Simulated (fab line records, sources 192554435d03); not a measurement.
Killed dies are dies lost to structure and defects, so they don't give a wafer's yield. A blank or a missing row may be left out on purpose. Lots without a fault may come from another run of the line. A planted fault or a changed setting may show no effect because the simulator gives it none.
One fault seen from 3 desks | flow n5_finfet | each desk has only its own numbers; what lay behind them comes last

THE DEFECT DESK
What the inspections along the route counted, lot by lot: means of the sampled wafers that have a number. A lot is out of limits, marked OUT, if its mean lies more than 4 standard deviations from the usual mean; the brackets give that distance.
Columns: A = raw_defect_count at N5_BEOL_M15_INSPECT_55, usual 69
lot  | first seen here | A
L724 | day 12 12:28    | 58
L726 | day 13 20:56    | 58
L728 | day 14 02:49    | 78
L729 | day 14 14:16    | 60
L731 | day 14 22:06    | 66
L734 | day 15 05:43    | 42
L732 | day 15 06:28    | 82
L740 | day 16 13:21    | 104
L742 | day 17 07:17    | 70
L743 | day 17 21:56    | 56
L744 | day 18 02:51    | 91
This desk's finding: nothing out of limits on any of the 11 lots.

THE TOOL OWNER'S DESK: rie_diel-01
The tool's own readings at N5_BEOL_M15_TRENCH_ETCH_34 (etches SiO2 in C4F8/O2/Ar, target depth 872.93 nm, time 199 s): means of the sampled wafers that have a number, for each lot that ran on this tool. A lot is out of limits, marked OUT, if its mean lies more than 4 standard deviations from the usual mean; the brackets give that distance.
Columns: A = drypump_motor_current_A at N5_BEOL_M15_TRENCH_ETCH_34, usual 5.7 A; B = oes_ar_750_au at N5_BEOL_M15_TRENCH_ETCH_34, usual 0.81 a.u.; C = oes_product_au at N5_BEOL_M15_TRENCH_ETCH_34, usual 0.82 a.u.; D = rf_vpp_V at N5_BEOL_M15_TRENCH_ETCH_34, usual 2223 V; E = showerhead_plenum_p_Torr at N5_BEOL_M15_TRENCH_ETCH_34, usual 3.43 Torr; F = throttle_valve_pct at N5_BEOL_M15_TRENCH_ETCH_34, usual 30.78 %
lot  | first seen here | A   | B    | C    | D    | E    | F
L724 | day 12 10:01    | 5.6 | 0.72 | 0.72 | 2252 | 3.35 | 30.63
L726 | day 13 16:43    | 5.5 | 0.75 | 0.74 | 2204 | 3.37 | 30.78
L729 | day 14 07:17    | 5.5 | 0.79 | 0.78 | 2251 | 3.35 | 30.81
L731 | day 14 17:02    | 5.4 | 0.75 | 0.83 | 2206 | 3.42 | 31.00
L734 | day 15 01:05    | 5.5 | 0.81 | 1.03 | 2254 | 3.38 | 31.23
L732 | day 15 03:01    | 5.5 | 0.74 | 0.81 | 2205 | 3.35 | 30.94
This desk's finding: nothing out of limits on any of the 6 lots.

THE METROLOGY DESK
What the gauges read, lot by lot, whatever tool the lot ran on: means of the sampled wafers that have a number. A lot is out of limits, marked OUT, if its mean lies more than 4 standard deviations from the usual mean; the brackets give that distance.
Columns: A = M15_THK at N5_BEOL_M15_THK_MEAS_50, usual 871 nm; B = M15_RS at N5_BEOL_M15_RS_MEAS_54, usual 0.0216 ohm/sq
lot  | first seen here | A               | B
L724 | day 12 12:17    | 860             | 0.0219
L726 | day 13 20:47    | 850             | 0.0219
L728 | day 14 02:40    | 900             | 0.0208
L729 | day 14 14:07    | 855             | 0.0219
L731 | day 14 21:56    | 1056 (+8.4) OUT | 0.0185 (-5.8) OUT
L734 | day 15 05:34    | 1272 (+18) OUT  | 0.0149 (-12) OUT
L732 | day 15 06:16    | 1030 (+7.2) OUT | 0.0186 (-5.5) OUT
L740 | day 16 13:11    | 900             | 0.0208
L742 | day 17 07:07    | 878             | 0.0214
L743 | day 17 21:47    | 882             | 0.0212
L744 | day 18 02:42    | 871             | 0.0213
This desk's finding: out of limits on L731, L732, L734; first on L731, day 14 21:56 (M15_THK at N5_BEOL_M15_THK_MEAS_50). In limits: L724, L726, L728, L729, L740, L742, L743, L744.

PUT TOGETHER
The metrology desk could have raised an alarm at day 14 21:56, on L731, L732, L734.
The defect desk saw nothing out of limits.
The tool owner's desk saw nothing out of limits.
The defect desk has L731, L732, L734 on record, within its limits.
The tool owner's desk has L731, L732, L734 on record, within its limits.
Of the lots named, all ran N5_BEOL_M15_TRENCH_ETCH_34 on rie_diel-01.

WHAT THE SIMULATOR HAD PUT IN
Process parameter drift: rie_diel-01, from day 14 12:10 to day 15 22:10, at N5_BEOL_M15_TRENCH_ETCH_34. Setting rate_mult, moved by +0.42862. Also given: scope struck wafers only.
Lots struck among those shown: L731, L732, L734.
Hours from the fault's start to each desk's first reading out of limits: the metrology desk, 10.
